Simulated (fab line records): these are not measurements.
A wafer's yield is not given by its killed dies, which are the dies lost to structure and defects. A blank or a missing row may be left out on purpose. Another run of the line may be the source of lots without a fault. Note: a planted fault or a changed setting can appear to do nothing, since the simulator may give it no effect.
Which tool did it? / flow nand-harc / Sampling: 6 lots, 18 wafers, 4 of 1302 route steps

== WHAT THE GAUGES READ, wafer by wafer ==
NHARC_A_DECK1_JOINT_THK_MEAS_17: measures by ellipsometry.
lot=L893; measured=day 13 02:14; on=film-metro-01; thk-nm (nm)=45.1 45.8 44.5
lot=L896; measured=day 14 11:31; on=film-metro-01; thk-nm (nm)=44.7 43.8 45.5
lot=L901; measured=day 16 23:05; on=film-metro-01; thk-nm (nm)=44.6 45.5 46.6
lot=L908; measured=day 19 16:53; on=film-metro-01; thk-nm (nm)=44.5 45.6 43.7
lot=L911; measured=day 20 18:42; on=film-metro-02; thk-nm (nm)=45.7 46.2 47.4
lot=L913; measured=day 21 20:25; on=film-metro-02; thk-nm (nm)=44.8 46.1 44.8

== WHAT TOOL EACH LOT RAN ON (gives the tool, then ch and the chambers of the sampled wafers, and finally the start) ==
lot=L893; NHARC_A_CHANNEL_FILL_D1_ETCHBACK_08=rie-diel-11 ch 0,2,3, day 11 15:21 or earlier; NHARC_A_CHANNEL_FILL_D1_CMP_10=cmp-01 ch 1,3, day 11 15:21; NHARC_A_DECK1_JOINT_ETCHBACK_00=rie-si-01 ch 1,2,3, day 12 02:31
lot=L896; NHARC_A_CHANNEL_FILL_D1_ETCHBACK_08=rie-diel-07 ch 0,1, day 12 21:39 or earlier; NHARC_A_CHANNEL_FILL_D1_CMP_10=cmp-03 ch 1,3, day 12 21:39; NHARC_A_DECK1_JOINT_ETCHBACK_00=rie-si-01 ch 0,1,2, day 13 08:48
lot=L901; NHARC_A_CHANNEL_FILL_D1_ETCHBACK_08=rie-diel-11 ch 0,1,2, day 15 11:53 or earlier; NHARC_A_CHANNEL_FILL_D1_CMP_10=cmp-04 ch 1,2,3, day 15 11:53; NHARC_A_DECK1_JOINT_ETCHBACK_00=rie-si-02 ch 0,1,3, day 15 23:01
lot=L908; NHARC_A_CHANNEL_FILL_D1_ETCHBACK_08=rie-diel-10 ch 0,2,3, day 18 05:17 or earlier; NHARC_A_CHANNEL_FILL_D1_CMP_10=cmp-04 ch 1,2, day 18 05:17; NHARC_A_DECK1_JOINT_ETCHBACK_00=rie-si-01 ch 0,2,3, day 18 16:23
lot=L911; NHARC_A_CHANNEL_FILL_D1_ETCHBACK_08=rie-diel-10 ch 0,1,2, day 19 04:13 or earlier; NHARC_A_CHANNEL_FILL_D1_CMP_10=cmp-03 ch 0,1,3, day 19 04:13; NHARC_A_DECK1_JOINT_ETCHBACK_00=rie-si-05 ch 0,2,3, day 19 15:13
lot=L913; NHARC_A_CHANNEL_FILL_D1_ETCHBACK_08=rie-diel-07 ch 1,2,3, day 20 04:31 or earlier; NHARC_A_CHANNEL_FILL_D1_CMP_10=cmp-01 ch 0,1, day 20 04:31; NHARC_A_DECK1_JOINT_ETCHBACK_00=rie-si-05 ch 0,1,2, day 20 15:38
- NHARC_A_CHANNEL_FILL_D1_ETCHBACK_08: etches the open film in C4F8, target depth 220 nm, time 110 s.
- NHARC_A_CHANNEL_FILL_D1_CMP_10: polishes, target thk 150 nm.
- NHARC_A_DECK1_JOINT_ETCHBACK_00: etches the open film in HBr, target depth 30 nm, time 17.4 s.

== THE ANSWER, worked out from the rows above alone ==
Rule: what is usual is taken from the lots themselves. Put in order of their means at a reading, lots are off if they are a third of the lots or fewer, leave a main group of 4 or more, and stand apart from it by a gap of 3 or more times the standard deviation of the main group's means; of several such gaps the widest counts. If all means in a main group match to the digits the tables above print for the reading, that group is not used. Also off: a lot with no number at a reading for which 4 or more lots have one. The other lots that the step has rows for count as sound.
No lot is off at any reading shown: from this, nothing can be told.

== WHAT THE SIMULATOR HAD INSERTED ==
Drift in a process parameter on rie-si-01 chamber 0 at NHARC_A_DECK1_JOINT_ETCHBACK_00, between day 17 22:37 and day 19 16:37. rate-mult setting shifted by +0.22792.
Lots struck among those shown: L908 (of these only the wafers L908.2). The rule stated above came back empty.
